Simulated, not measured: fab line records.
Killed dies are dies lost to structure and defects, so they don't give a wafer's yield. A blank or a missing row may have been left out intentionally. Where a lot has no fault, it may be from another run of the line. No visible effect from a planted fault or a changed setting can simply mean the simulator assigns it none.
Split-lot experiment ; flow n5 finfet ; 39 wafers read from 7 lots, route of 1938 steps

## ABOUT THE SPLIT
At N5_ZERO_LAYER_PECVD_02 (deposits SiO2 from SiH4/N2O, target thk 10 nm, time 6 s), the setting target thk a was moved away from the recipe's 100 angstrom on 12 of the 39 wafers read, by -13.7% to +9.0%. This setting was run at the recipe's value on the other wafers.

The reading is taken at the split's own step.

## THE READING
SiO2_of_ZERO_LAYER_PECVD_02.thk nm (the simulator's own value, which no gauge read), in nm, at N5_ZERO_LAYER_PECVD_02 (deposits SiO2 from SiH4/N2O, target thk 10 nm, time 6 s). No usual value for it is given in the file. Here, 27 wafers ran the recipe; their average is 10.109 nm with a standard deviation of 0.19 nm.

wafer;tool, chamber at the split;target thk a as run, angstrom;against the recipe;SiO2_of_ZERO_LAYER_PECVD_02.thk nm, nm;against lot-mates on the recipe
L075.1;pecvd-02, 0;86.28;-13.7%;8.545;-1.527
L075.2;pecvd-02, 2;100;recipe;9.846;-
L075.3;pecvd-02, 1;86.28;-13.7%;8.758;-1.314
L075.4;pecvd-02, 2;100;recipe;10.18;-
L075.5;pecvd-02, 1;100;recipe;10.19;-
L075.6;pecvd-02, 0;86.28;-13.7%;8.597;-1.475
L079.1;pecvd-03, 0;107.4;+7.4%;10.88;+0.550
L079.2;pecvd-03, 1;107.4;+7.4%;10.77;+0.440
L079.3;pecvd-03, 1;100;recipe;10.24;-
L079.4;pecvd-03, 0;100;recipe;10.41;-
L079.5;pecvd-03, 1;107.4;+7.4%;10.99;+0.660
L079.6;pecvd-03, 0;100;recipe;10.34;-
L082.1;pecvd-03, 2;100;recipe;10.05;-
L082.2;pecvd-03, 1;100;recipe;10.08;-
L082.3;pecvd-03, 0;100;recipe;10.03;-
L082.4;pecvd-03, 1;100;recipe;10.28;-
L082.5;pecvd-03, 0;100;recipe;10.36;-
L082.6;pecvd-03, 2;100;recipe;10.16;-
L084.1;pecvd-04, 2;100;recipe;9.646;-
L084.2;pecvd-04, 0;100;recipe;9.894;-
L084.3;pecvd-04, 1;100;recipe;10.05;-
L084.4;pecvd-04, 0;100;recipe;9.956;-
L084.5;pecvd-04, 2;100;recipe;9.953;-
L084.6;pecvd-04, 1;100;recipe;10.28;-
L086.1;pecvd-03, 2;100;recipe;9.957;-
L086.2;pecvd-03, 1;100;recipe;9.98;-
L086.4;pecvd-03, 2;100;recipe;10.26;-
L087.1;pecvd-03, 1;100;recipe;9.975;-
L087.2;pecvd-03, 0;93.99;-6.0%;9.368;-0.707
L087.3;pecvd-03, 2;93.99;-6.0%;9.42;-0.655
L087.4;pecvd-03, 1;93.99;-6.0%;9.757;-0.318
L087.5;pecvd-03, 2;100;recipe;10.05;-
L087.6;pecvd-03, 0;100;recipe;10.2;-
L095.1;pecvd-04, 2;100;recipe;9.964;-
L095.2;pecvd-04, 0;109;+9.0%;11.16;+0.965
L095.3;pecvd-04, 1;109;+9.0%;11.22;+1.025
L095.4;pecvd-04, 2;100;recipe;10.1;-
L095.5;pecvd-04, 1;100;recipe;10.52;-
L095.6;pecvd-04, 0;109;+9.0%;11.26;+1.065

FIT RESULTS
A straight line over all 39 wafers: SiO2_of_ZERO_LAYER_PECVD_02.thk nm changes by +0.11 nm for each +1% of target thk a; r = +0.96; the points scatter about the line by 0.18 nm.
The same after taking each lot's own level away (the mean of its wafers on the recipe; 39 wafers): +0.101 nm for each +1%; r = +0.96; scatter 0.16 nm.
That fit puts the effect of the largest move of target thk a on the reading at 1.4 nm.
Across the lots, their own levels run from 9.9632 to 10.3300 nm, a range of 1.9 times the standard deviation given above.
The two slopes are in agreement: the lot-to-lot level therefore moves the slope only a little.
Check: for one of the wafers moved furthest among these (-13.7%), held out of the fit, the line's prediction against its lot-mates is -1.36 nm. Against them it came out at -1.53 nm.

## FILE'S OWN FIT
SiO2_of_ZERO_LAYER_PECVD_02.thk nm changes by +0.101 nm for each +1% of target thk a, r = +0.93.
